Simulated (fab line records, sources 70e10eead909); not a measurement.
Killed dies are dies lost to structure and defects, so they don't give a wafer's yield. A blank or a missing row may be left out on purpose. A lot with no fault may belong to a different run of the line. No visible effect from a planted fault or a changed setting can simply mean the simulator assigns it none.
Commonality check across tools || flow nand-harc || 12 lots and 32 wafers in the sample

REASON FOR OPENING
At NHARC_A_M0_CD_MEAS_09 the reading cd-nm is flagged on 2 of 12 lots. Fault-free wafers read 80.2 nm, with a standard deviation of 0.52.
Rule: a lot is flagged in two cases, either no wafer of it has a number, or all its wafers with numbers fall more than 4 standard deviations from that mean. The rest of the lots are taken to be sound.

{"lot": "L346", "measured": "day 22 23:16", "on": "cd-sem-01", "cd-nm (nm), wafer by wafer": "80.6 79.5 80.0", "flag": ""}
{"lot": "L348", "measured": "day 24 00:29", "on": "cd-sem-03", "cd-nm (nm), wafer by wafer": "80.3 80.5 78.9", "flag": ""}
{"lot": "L352", "measured": "day 24 15:30", "on": "cd-sem-02", "cd-nm (nm), wafer by wafer": "79.6 79.8 79.6", "flag": ""}
{"lot": "L354", "measured": "day 25 04:46", "on": "cd-sem-01", "cd-nm (nm), wafer by wafer": "79.2 79.6 79.1", "flag": ""}
{"lot": "L353", "measured": "day 25 21:25", "on": "cd-sem-01", "cd-nm (nm), wafer by wafer": "79.5 79.9 80.2", "flag": ""}
{"lot": "L355", "measured": "day 26 13:44", "on": "cd-sem-03", "cd-nm (nm), wafer by wafer": "80.9 80.4 80.6", "flag": ""}
{"lot": "L359", "measured": "day 28 03:01", "on": "cd-sem-02", "cd-nm (nm), wafer by wafer": 74.5, "flag": "FLAGGED"}
{"lot": "L360", "measured": "day 28 14:50", "on": "cd-sem-03", "cd-nm (nm), wafer by wafer": 73.6, "flag": "FLAGGED"}
{"lot": "L365", "measured": "day 30 17:09", "on": "cd-sem-03", "cd-nm (nm), wafer by wafer": "79.9 80.7 79.7", "flag": ""}
{"lot": "L368", "measured": "day 31 15:54", "on": "cd-sem-02", "cd-nm (nm), wafer by wafer": "79.7 79.6 79.9", "flag": ""}
{"lot": "L367", "measured": "day 32 19:37", "on": "cd-sem-02", "cd-nm (nm), wafer by wafer": "80.7 80.4 80.4", "flag": ""}
{"lot": "L369", "measured": "day 33 08:47", "on": "cd-sem-02", "cd-nm (nm), wafer by wafer": "80.5 80.7 80.1", "flag": ""}
The numbers of the flagged lots are 74.0 nm on average: -6.2 nm against the usual, or -12 standard deviations.

EACH LOT AND THE TOOL IT RAN ON
3 process steps preceding the reading are held in the record, out of 1302 steps in the route. Cell contents, in order: the tool; ch with the chambers the sampled wafers went through; the start.
{"lot": "L346", "flag": "", "NHARC_A_BLC_ETCH_16": "rie-diel-12 ch 1,3, day 22 19:29", "NHARC_A_BLC_ETCH_17": "rie-diel-12 ch 0,1,3, day 22 20:28 or earlier", "NHARC_A_M0_PEB_07": "litho-track-06 ch 0, day 22 23:11"}
{"lot": "L348", "flag": "", "NHARC_A_BLC_ETCH_16": "rie-diel-12 ch 0,1,2, day 23 20:34", "NHARC_A_BLC_ETCH_17": "rie-diel-12 ch 1,2,3, day 23 21:27 or earlier", "NHARC_A_M0_PEB_07": "litho-track-01 ch 0, day 24 00:24"}
{"lot": "L352", "flag": "", "NHARC_A_BLC_ETCH_16": "rie-diel-08 ch 0,1, day 24 11:52", "NHARC_A_BLC_ETCH_17": "rie-diel-08 ch 2,3, day 24 12:45 or earlier", "NHARC_A_M0_PEB_07": "litho-track-06 ch 0, day 24 15:25"}
{"lot": "L354", "flag": "", "NHARC_A_BLC_ETCH_16": "rie-diel-08 ch 0,1,3, day 25 00:56", "NHARC_A_BLC_ETCH_17": "rie-diel-08 ch 1,2,3, day 25 01:49 or earlier", "NHARC_A_M0_PEB_07": "litho-track-01 ch 0, day 25 04:41"}
{"lot": "L353", "flag": "", "NHARC_A_BLC_ETCH_16": "rie-diel-12 ch 0,2,3, day 25 17:46", "NHARC_A_BLC_ETCH_17": "rie-diel-12 ch 1,2,3, day 25 18:38 or earlier", "NHARC_A_M0_PEB_07": "litho-track-06 ch 0, day 25 21:20"}
{"lot": "L355", "flag": "", "NHARC_A_BLC_ETCH_16": "rie-diel-12 ch 0,2, day 26 09:53", "NHARC_A_BLC_ETCH_17": "rie-diel-12 ch 0,1,2, day 26 10:56 or earlier", "NHARC_A_M0_PEB_07": "litho-track-06 ch 0, day 26 13:39"}
{"lot": "L359", "flag": "FLAGGED", "NHARC_A_BLC_ETCH_16": "rie-diel-08 ch 3, day 27 23:14", "NHARC_A_BLC_ETCH_17": "rie-diel-08 ch 2, day 28 00:05 or earlier", "NHARC_A_M0_PEB_07": "litho-track-01 ch 0, day 28 02:55"}
{"lot": "L360", "flag": "FLAGGED", "NHARC_A_BLC_ETCH_16": "rie-diel-12 ch 3, day 28 11:06", "NHARC_A_BLC_ETCH_17": "rie-diel-12 ch 0, day 28 11:58 or earlier", "NHARC_A_M0_PEB_07": "litho-track-01 ch 0, day 28 14:46"}
{"lot": "L365", "flag": "", "NHARC_A_BLC_ETCH_16": "rie-diel-08 ch 0,1,3, day 30 13:24", "NHARC_A_BLC_ETCH_17": "rie-diel-08 ch 0,1, day 30 14:17 or earlier", "NHARC_A_M0_PEB_07": "litho-track-06 ch 0, day 30 17:04"}
{"lot": "L368", "flag": "", "NHARC_A_BLC_ETCH_16": "rie-diel-12 ch 1,2,3, day 31 12:09", "NHARC_A_BLC_ETCH_17": "rie-diel-12 ch 1,2,3, day 31 13:02 or earlier", "NHARC_A_M0_PEB_07": "litho-track-04 ch 0, day 31 15:49"}
{"lot": "L367", "flag": "", "NHARC_A_BLC_ETCH_16": "rie-diel-12 ch 2,3, day 32 15:58", "NHARC_A_BLC_ETCH_17": "rie-diel-12 ch 0,2, day 32 16:51 or earlier", "NHARC_A_M0_PEB_07": "litho-track-06 ch 0, day 32 19:32"}
{"lot": "L369", "flag": "", "NHARC_A_BLC_ETCH_16": "rie-diel-12 ch 0,2,3, day 33 04:59", "NHARC_A_BLC_ETCH_17": "rie-diel-12 ch 0,1,3, day 33 05:52 or earlier", "NHARC_A_M0_PEB_07": "litho-track-06 ch 0, day 33 08:43"}
These steps, and what they do:
- NHARC_A_BLC_ETCH_16: etches the open film in CF4, target depth 39 nm, time 65 s.
- NHARC_A_BLC_ETCH_17: etches the open film in N2/H2, target depth 390 nm, time 609.38 s.
- NHARC_A_M0_PEB_07: peb time 65 s.
- NHARC_A_M0_CD_MEAS_09: target cd 80 nm.

FLAGGED OVER TOTAL, TOOL BY TOOL (the gauges that took the reading come last)
{"step": "NHARC_A_BLC_ETCH_16", "tool": "rie-diel-08", "lots run": 4, "flagged": 1, "share of the flagged lots": "some", "sound lots run after its first flagged lot": "1 (L365)"}
{"step": "NHARC_A_BLC_ETCH_16", "tool": "rie-diel-12", "lots run": 8, "flagged": 1, "share of the flagged lots": "some", "sound lots run after its first flagged lot": "3 (L368,L367,L369)"}
{"step": "NHARC_A_BLC_ETCH_17", "tool": "rie-diel-08", "lots run": 4, "flagged": 1, "share of the flagged lots": "some", "sound lots run after its first flagged lot": "1 (L365)"}
{"step": "NHARC_A_BLC_ETCH_17", "tool": "rie-diel-12", "lots run": 8, "flagged": 1, "share of the flagged lots": "some", "sound lots run after its first flagged lot": "3 (L368,L367,L369)"}
{"step": "NHARC_A_M0_PEB_07", "tool": "litho-track-01", "lots run": 4, "flagged": 2, "share of the flagged lots": "all", "sound lots run after its first flagged lot": 0}
{"step": "NHARC_A_M0_PEB_07", "tool": "litho-track-04", "lots run": 1, "flagged": 0, "share of the flagged lots": "none", "sound lots run after its first flagged lot": "-"}
{"step": "NHARC_A_M0_PEB_07", "tool": "litho-track-06", "lots run": 7, "flagged": 0, "share of the flagged lots": "none", "sound lots run after its first flagged lot": "-"}
{"step": "NHARC_A_M0_CD_MEAS_09", "tool": "cd-sem-01", "lots run": 3, "flagged": 0, "share of the flagged lots": "none", "sound lots run after its first flagged lot": "-"}
{"step": "NHARC_A_M0_CD_MEAS_09", "tool": "cd-sem-02", "lots run": 5, "flagged": 1, "share of the flagged lots": "some", "sound lots run after its first flagged lot": "3 (L368,L367,L369)"}
{"step": "NHARC_A_M0_CD_MEAS_09", "tool": "cd-sem-03", "lots run": 4, "flagged": 1, "share of the flagged lots": "some", "sound lots run after its first flagged lot": "1 (L365)"}
Because NHARC_A_BLC_ETCH_17 lacks a start for some lots, the hours and order of its lots are taken from NHARC_A_BLC_CD_MEAS_19.

WHAT IS ALLOWED BY THE TABLE
Rows of the table that ran each flagged lot: 1, that is litho-track-01 at NHARC_A_M0_PEB_07.
- litho-track-01 at NHARC_A_M0_PEB_07: 2 of its 4 lots flagged. Its last sound lot is L354 (day 25 04:41), its first flagged lot L359 (day 28 02:55): a fault that began between those two fits. Its own readings lie more than 4 standard deviations out on every wafer of the flagged lots: heater-power-total-W, plate-temp-C.
Left over: one tool, litho-track-01 at NHARC_A_M0_PEB_07.

WHAT THE SIMULATOR HAD PUT IN
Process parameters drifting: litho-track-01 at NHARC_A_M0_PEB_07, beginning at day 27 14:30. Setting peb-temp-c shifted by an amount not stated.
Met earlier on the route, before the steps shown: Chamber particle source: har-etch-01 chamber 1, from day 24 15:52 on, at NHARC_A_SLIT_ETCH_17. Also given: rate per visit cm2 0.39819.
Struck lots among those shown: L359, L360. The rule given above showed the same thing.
